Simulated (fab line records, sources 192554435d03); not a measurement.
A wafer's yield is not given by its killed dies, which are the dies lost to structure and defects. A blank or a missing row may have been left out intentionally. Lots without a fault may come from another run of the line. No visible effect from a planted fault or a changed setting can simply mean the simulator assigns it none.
fab line records | flow n5-finfet
[record] lots = 7 wafers = 39
route steps=1938 shown PMOS_HMC_CHANNEL_EPI@64 FIN_SAQP@114 SD_EPI_N@288 HKMG_FIN@454 MOL_CONTACT_COAG@559 BEOL_M1@824 BEOL_M2@912 BEOL_M4@1081
start-h: start of the lot's first displayed wafer, in hours after the record's first day | wait-h: hours elapsed since this lot's preceding step | " same as the row above | L1.1+2: several wafers, shown together as one row | - no value, or no start was given | * or withheld: withheld | < > ~ a bound
route shown NAME@n: names a module that has steps shown in the file, with the first one's number in the route | usual: mean/standard deviation taken from wafers without a fault | same: alike in all rows | chamber/n: place in a boat | sites: each site's reading | _std_site: their standard deviation | _edge_site: mean of outer sites minus mean of inner sites | radius-mm: for every site, how far away it sits from the centre of the wafer | mask NAME#n: copy n | behind: tool/chamber where the wafer was last shaped | hold: what put the lot on hold/how long, in hours/how the hold closed | device: names the non-switching transistor (n, p or np) | end of line: tests run on the same wafers once the route is complete | where a step has no rows: the recipe by itself | killed: dies lost to structure and defects at the first sort, not the wafer's yield | map: per-die view of a wafer (x killed, . not killed, _ where there is no die)
set.NAME: the setting the step ran with; set.NAME@STEP: the setting that earlier step ran with | model.NAME: the simulator's own value behind a step, which no gauge read
lots whose settings were changed on purpose; a table a step, a row a wafer
[[steps]]
[step N5_PMOS_HMC_CHANNEL_EPI_DEVELOP_08]
[recipe] develop-time-s = 30 developer = TMAH resist = CAR-ArF-block dev-temp-c = 23 rinse-liquid = diw dry = air-spin
[step N5_FIN_SAQP_DESCUM_21]
[recipe] chemistry = O2 time-s = 7.9 source-power-w = 50 bias-power-w = 20 pressure-mtorr = 20 rf-frequency-hz = 2.712e+07 temp-c = 40 resist = CAR-ArF o2-flow-sccm = 225
[step N5_SD_EPI_N_EPI_21]
[recipe] material = Si:P dopant = P temp-c = 680 pressure-torr = 255 time-s = 690
[step N5_HKMG_FIN_ETCHBACK_68]
[recipe] chemistry = Cl2/Ar stop-on = HfO2 target-depth-a = 5 pressure-mtorr = 10 icp-w = 600 bias-w = 60 Cl2_flow_sccm = 40 Ar_flow_sccm = 60
[step N5_MOL_CONTACT_COAG_ALD_27]
[recipe] material = SiOC target-thk-a = 170 temp-c = 400 ald-precursor-family = carbosiloxane ald-co-reactant = H2-plasma pulse-time-s = 1.5 time-s = 2720 purge-time-s = 2 co-reactant-purge-time-s = 2 ald-cycles = 340 pressure-torr = 2
[step N5_BEOL_M1_SPUTTER_90]
[recipe] material = Cu target-thk-a = 45 temp-c = -20 chamber-pressure-pa = 0.07 power-w = withheld time-s = 8.29
[step N5_BEOL_M2_SPUTTER_88]
[step N5_BEOL_M4_ALD_84]
[recipe] material = TaN target-thk-a = * temp-c = 275 ald-precursor-family = PDMAT ald-co-reactant = NH3 pressure-torr = 3 carrier-flow-sccm = 1500 pulse-time-s = 2 purge-time-s = 3 co-reactant-purge-time-s = 2 co-reactant-pulse-time-s = 3 ald-cycles = 30 precursor-vessel-temp-c = 75 precursor-vessel-pressure-torr = 26.25 precursor-vessel-carrier-sccm = 1000
[step N5_BEOL_M4_RC_MEAS_101]
[usual] REXT_N = 75.3/1.9 RS_SD_N = 28.4/0.37
// columns lot.wafer tool chamber start-h wait-h set.develop-time-s@PMOS_HMC_CHANNEL_EPI_DEVELOP_08 set.time-s@FIN_SAQP_DESCUM_21 set.epi-growth-time-s@SD_EPI_N_EPI_21 set.target-depth-a@HKMG_FIN_ETCHBACK_68 set.time-s@MOL_CONTACT_COAG_ALD_27 set.target-thk-a@BEOL_M1_SPUTTER_90 set.target-thk-a@BEOL_M2_SPUTTER_88 set.co-reactant-pulse-time-s@BEOL_M4_ALD_84 REXT_N[ohm.um] RS_SD_N[ohm/sq]
L075.1 prober-02 0 177.41 0.0 30 7.9 690 3.09 1663 26.04 18.64 2.09 75.2 28.6
L075.2 " 0 " " 15.39 7.9 690 5 2720 26.04 18.64 2.09 74.9 28.4
L075.3 " 0 " " 30 4.684 690 3.09 1663 26.04 45 3 72.6 28.2
L075.4 " 0 " " 15.39 4.684 690 3.09 2720 45 18.64 3 74.7 28.2
L075.5 " 0 " " 15.39 4.684 690 5 1663 45 45 3 75.2 28.7
L075.6 " 0 " " 30 7.9 690 5 2720 45 45 2.09 74.2 28.5
L076.1 prober-01 0 191.95 0.0 34.69 7.9 690 7.76 2720 45 20.46 3 76.8 27.8
L076.2 " 0 " " 34.69 5.879 690 5 2720 60.03 45 3 77.6 27.7
L076.3 " 0 " " 30 5.879 690 7.76 2720 45 45 3 77.8 27.9
L076.4 " 0 " " 30 7.9 690 5 1589 60.03 20.46 3 75.9 28.2
L076.5 " 0 " " 34.69 7.9 690 7.76 1589 60.03 45 3 77.3 27.6
L076.6 " 0 " " 30 5.879 690 5 1589 45 20.46 3 76.3 28.2
L078.1 prober-01 0 198.14 0.0 44.17 7.9 690 5 2720 30.24 45 3 76.0 28.7
L078.2 " 0 " " 30 7.9 690 5 3918 45 45 3 75.3 28.8
L078.3 " 0 " " 44.17 7.9 690 5 2720 45 54.55 2.094 76.1 28.9
L078.4 " 0 " " 44.17 7.9 356.4 5 3918 30.24 54.55 3 93.3 52.1
L078.5 " 0 " " 30 7.9 356.4 5 3918 30.24 54.55 2.094 91.7 51.6
L078.6 " 0 " " 30 7.9 356.4 5 2720 45 45 2.094 91.8 52.0
L082.1 prober-02 0 211.04 0.0 30 7.9 840.9 3.823 1628 45 45 3.599 73.7 24.5
L082.2 " 0 " " 36.17 7.9 690 5 1628 18.25 51.8 3.599 75.8 28.1
L082.3 " 0 " " 36.17 4.878 840.9 3.823 1628 18.25 45 3 72.6 24.6
L082.4 " 0 " " 36.17 4.878 840.9 5 2720 18.25 51.8 3 73.0 24.4
L082.5 " 0 " " 30 4.878 690 5 2720 45 45 3 74.8 27.9
L082.6 " 0 " " 30 7.9 690 3.823 2720 45 51.8 3.599 74.8 27.9
L089.1 prober-01 0 268.62 0.0 44.86 7.9 690 5 4135 45 45 3 73.2 27.7
L089.2 " 0 " " 30 7.9 690 6.344 2720 45 45 3 74.3 28.1
L089.3 " 0 " " 44.86 6.422 690 6.344 2720 45 19.88 3 74.5 28.2
L089.4 " 0 " " 30 6.422 690 6.344 4135 45 45 3 72.8 27.8
L089.5 " 0 " " 30 7.9 690 5 4135 45 19.88 3 73.6 27.9
L089.6 " 0 " " 44.86 6.422 690 5 2720 45 19.88 3 73.4 28.3
L092.1 prober-02 0 274.61 0.0 30 7.9 690 5 2720 45 45 3 72.4 28.4
L092.3 " 0 " " 30 7.9 690 5 2720 45 45 3 71.1 28.2
L092.5 " 0 " " 30 7.9 690 5 2720 45 45 3 71.7 28.2
L093.1 prober-01 0 289.30 0.0 30 7.9 690 5 2720 45 59.78 1.415 75.7 27.9
L093.2 " 0 " " 25.46 7.9 690 5 3858 68.32 45 1.415 75.2 28.4
L093.3 " 0 " " 25.46 7.9 454.2 2.19 2720 45 45 1.415 86.4 39.4
L093.4 " 0 " " 30 7.9 454.2 2.19 3858 68.32 59.78 3 85.3 39.6
L093.5 " 0 " " 25.46 7.9 690 2.19 3858 45 59.78 3 74.9 28.1
L093.6 " 0 " " 30 7.9 454.2 5 2720 68.32 45 3 87.2 39.5
[[key]]
[split] step = N5_PMOS_HMC_CHANNEL_EPI_DEVELOP_08 setting = develop-time-s stated-as = 30
response none clear
[split] step = N5_FIN_SAQP_DESCUM_21 setting = time-s stated-as = 7.9
response none clear
[split] step = N5_SD_EPI_N_EPI_21 setting = epi-growth-time-s stated-as = 690
[response] step = N5_BEOL_M4_RC_MEAS_101 reading = RS_SD_N slope = -0.401 per = 1% together-with = all explained = 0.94
[response] step = N5_BEOL_M4_RC_MEAS_101 reading = REXT_N slope = -0.31 per = 1% together-with = all explained = 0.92
[split] step = N5_HKMG_FIN_ETCHBACK_68 setting = target-depth-a stated-as = 5
response none clear
[split] step = N5_MOL_CONTACT_COAG_ALD_27 setting = time-s stated-as = 2720
response none clear
[split] step = N5_BEOL_M1_SPUTTER_90 setting = target-thk-a stated-as = 45
response none clear
[split] step = N5_BEOL_M2_SPUTTER_88 setting = target-thk-a stated-as = 45
response none clear
[split] step = N5_BEOL_M4_ALD_84 setting = co-reactant-pulse-time-s stated-as = 3
response none clear
